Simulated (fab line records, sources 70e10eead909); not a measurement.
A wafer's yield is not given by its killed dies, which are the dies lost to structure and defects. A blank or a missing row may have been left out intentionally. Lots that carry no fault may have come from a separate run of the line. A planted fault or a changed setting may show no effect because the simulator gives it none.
Matching of chambers | flow nand_harc | cmp-03 running NHARC_A_DECK1_JOINT_CMP_02: 4 sister chambers
The step polishes SiOx. 8 wafers are shown with their chamber, then 8 later ones without.

## WAFERS PAIRED WITH THEIR CHAMBERS
wafer  | chamber | motor_current_A (A) | slurry_flow_ml_min
L075.5 | 0       | 12.6                | 149.2
L081.2 | 3       | 11.7                | 150.4
L081.4 | 0       | 11.6                | 150.4
L083.2 | 1       | 10.7                | 149.9
L083.4 | 3       | 11.2                | 150.0
L086.5 | 2       | 11.8                | 150.4
L086.6 | 1       | 10.5                | 150.8
L090.4 | 2       | 11.3                | 150.7

## WAFERS MISSING THEIR CHAMBER
wafer  | motor_current_A (A) | slurry_flow_ml_min
L090.5 | 11.4                | 151.2
L090.6 | 11.3                | 150.1
L094.1 | 11.7                | 150.3
L094.3 | 10.6                | 149.7
L094.6 | 12.5                | 150.1
L095.1 | 10.4                | 150.0
L095.4 | 11.9                | 150.2
L095.5 | 11.5                | 149.5

## CHAMBER TAKEN BY EACH
wafer  | from the rows above               | in truth
L090.5 | can't be placed: 2 or 3 or 1 or 0 | 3
L090.6 | can't be placed: 3 or 2 or 1 or 0 | 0
L094.1 | can't be placed: 2 or 3 or 0 or 1 | 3
L094.3 | can't be placed: 1 or 3 or 2      | 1
L094.6 | can't be placed: 0 or 2 or 3      | 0
L095.1 | can't be placed: 1 or 3           | 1
L095.4 | can't be placed: 0 or 2 or 3      | 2
L095.5 | can't be placed: 3 or 0 or 2 or 1 | 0
Correct placement for 0 of the 8. Unplaceable from these rows: 8, with the true chamber sitting among the candidates in 8. Placed wrongly: 0.
How it was worked out, from the rows above alone: a wafer's distance from a chamber is the root of the sum, over the readings, of the square of ((its reading less the chamber's mean) divided by the reading's scatter). If the next closest chamber is less than 2 further off than the closest, the wafer can't be placed; otherwise it belongs to the closest. A chamber's mean is the mean of its shown wafers. The scatter is the square root of a quotient: the sum, over the shown wafers, of each reading's squared deviation from its chamber's mean, divided by wafers minus chambers.
